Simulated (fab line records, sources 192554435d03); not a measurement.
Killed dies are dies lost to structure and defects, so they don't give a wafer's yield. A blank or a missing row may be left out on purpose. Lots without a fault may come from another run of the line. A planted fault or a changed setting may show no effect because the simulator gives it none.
Split-lot experiment | flow n5_finfet | 7 lots, 21 wafers read, on a route of 1938 steps

THE SPLIT
At N5_BEOL_M0_SAQP_SPACER2_ALD_26 (deposits SiO2, target thk 15 nm, pulse time 1 s, purge time 2 s), the setting target_thk_a was moved away from the recipe's 150 angstrom on 6 of the 21 wafers read, by +3.9% to +11.4%. The other wafers ran this setting at the recipe's value.

FROM THE SPLIT TO THE READING: what the file shows between them, 2 steps
- N5_BEOL_M0_SAQP_SPACER2_ETCHBACK_27: etches SiO2 in CHF3/O2, target depth 22.5 nm, time 11.25 s
- N5_BEOL_M0_SAQP_MANDREL2_REMOVE_110: chemistry HBr/Cl2/O2, target a-Si, stops on SiCN, bt time 10 s

THE READING
cd_nm, in nm, at N5_BEOL_M0_SAQP_CD_MEAS_29 (target cd 14.4 nm). Fault-free wafers of this fab line usually give 15.05 nm, standard deviation 0.25 nm.

wafer  | tool, chamber at the split | target_thk_a as run, angstrom | against the recipe | cd_nm, nm | against lot-mates on the recipe
L075.1 | ald_sin-03, 0,2            | 150                           | recipe             | 15.27     | -
L075.3 | ald_sin-03, 0,2            | 150                           | recipe             | 15.04     | -
L075.4 | ald_sin-03, 1              | 150                           | recipe             | 14.89     | -
L077.2 | ald_sin-01, 1,2            | 150                           | recipe             | 15.17     | -
L077.3 | ald_sin-01, 1,2            | 150                           | recipe             | 14.97     | -
L077.6 | ald_sin-01, 1              | 150                           | recipe             | 14.85     | -
L078.2 | ald_sin-03, 2,1,0          | 150                           | recipe             | 15.29     | -
L078.4 | ald_sin-03, 2,1,0          | 150                           | recipe             | 14.87     | -
L078.5 | ald_sin-03, 2,1,0          | 150                           | recipe             | 15.13     | -
L082.2 | ald_sin-03, 3,0,3          | 158.1                         | +5.4%              | 15.99     | no lot-mate on the recipe
L082.4 | ald_sin-03, 3,0,3          | 158.1                         | +5.4%              | 16.07     | no lot-mate on the recipe
L082.6 | ald_sin-03, 3,0,3          | 158.1                         | +5.4%              | 15.86     | no lot-mate on the recipe
L084.1 | ald_sin-02, 2              | 150                           | recipe             | 14.97     | -
L084.3 | ald_sin-02, 0              | 150                           | recipe             | 15.24     | -
L084.6 | ald_sin-02, 1              | 167.1                         | +11.4%             | 16.70     | +1.59
L091.1 | ald_sin-02, 2              | 150                           | recipe             | 15.19     | -
L091.2 | ald_sin-02, 3,1            | 155.9                         | +3.9%              | 15.55     | +0.36
L091.3 | ald_sin-02, 3,1            | 155.9                         | +3.9%              | 15.52     | +0.33
L095.3 | ald_sin-03, 3              | 150                           | recipe             | 14.87     | -
L095.5 | ald_sin-03, 0              | 150                           | recipe             | 15.50     | -
L095.6 | ald_sin-03, 3              | 150                           | recipe             | 14.92     | -
Where a row lists several chambers, the file gives one row for several wafers and doesn't say which wafer went through which chamber.

THE FIT
A straight line over all 21 wafers: cd_nm changes by +0.147 nm for each +1% of target_thk_a; r = +0.93; the points scatter about the line by 0.18 nm.
The same after taking each lot's own level away (the mean of its wafers on the recipe; 18 wafers): +0.132 nm for each +1%; r = +0.90; scatter 0.19 nm.
On that fit, the largest move of target_thk_a shifts the reading by 1.5 nm.
The lots' own levels span 14.997 to 15.190 nm, that is 0.8 times the standard deviation above.
So the lot-to-lot level changes the slope: the two fits differ.
Check: with one of the wafers moved furthest among these (+11.4%) left out of the fit, the line predicts +1 nm for it against its lot-mates. It came out at +1.59 nm against them.

THE WHOLE CHAIN: every reading that the file lists as answering this split, in the file's order
step                                | what it does                                                    | reading                                                                                     | change (the file's fit)               | r (the file's)
N5_BEOL_M0_SAQP_SPACER2_ALD_26      | deposits SiO2, target thk 15 nm, pulse time 1 s, purge time 2 s | SiO2_of_BEOL_M0_SAQP_SPACER2_ALD_26.thk_nm (the simulator's own value, which no gauge read) | +0.128 nm for each +1% of the setting | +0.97
N5_BEOL_M0_SAQP_MANDREL2_REMOVE_110 | chemistry HBr/Cl2/O2, target a-Si, stops on SiCN, bt time 10 s  | BEOL_M0_SAQP.cd_nm (the simulator's own value, which no gauge read)                         | +0.149 nm for each +1% of the setting | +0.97
N5_BEOL_M0_SAQP_MANDREL2_REMOVE_110 | chemistry HBr/Cl2/O2, target a-Si, stops on SiCN, bt time 10 s  | SiO2_of_BEOL_M0_SAQP_SPACER2_ALD_26.thk_nm (the simulator's own value, which no gauge read) | +0.136 nm for each +1% of the setting | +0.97
N5_BEOL_M0_SAQP_CD_MEAS_29          | target cd 14.4 nm                                               | cd_nm                                                                                       | +0.135 nm for each +1% of the setting | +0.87

THE FILE'S OWN FIT
cd_nm changes by +0.135 nm for each +1% of target_thk_a, r = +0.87.
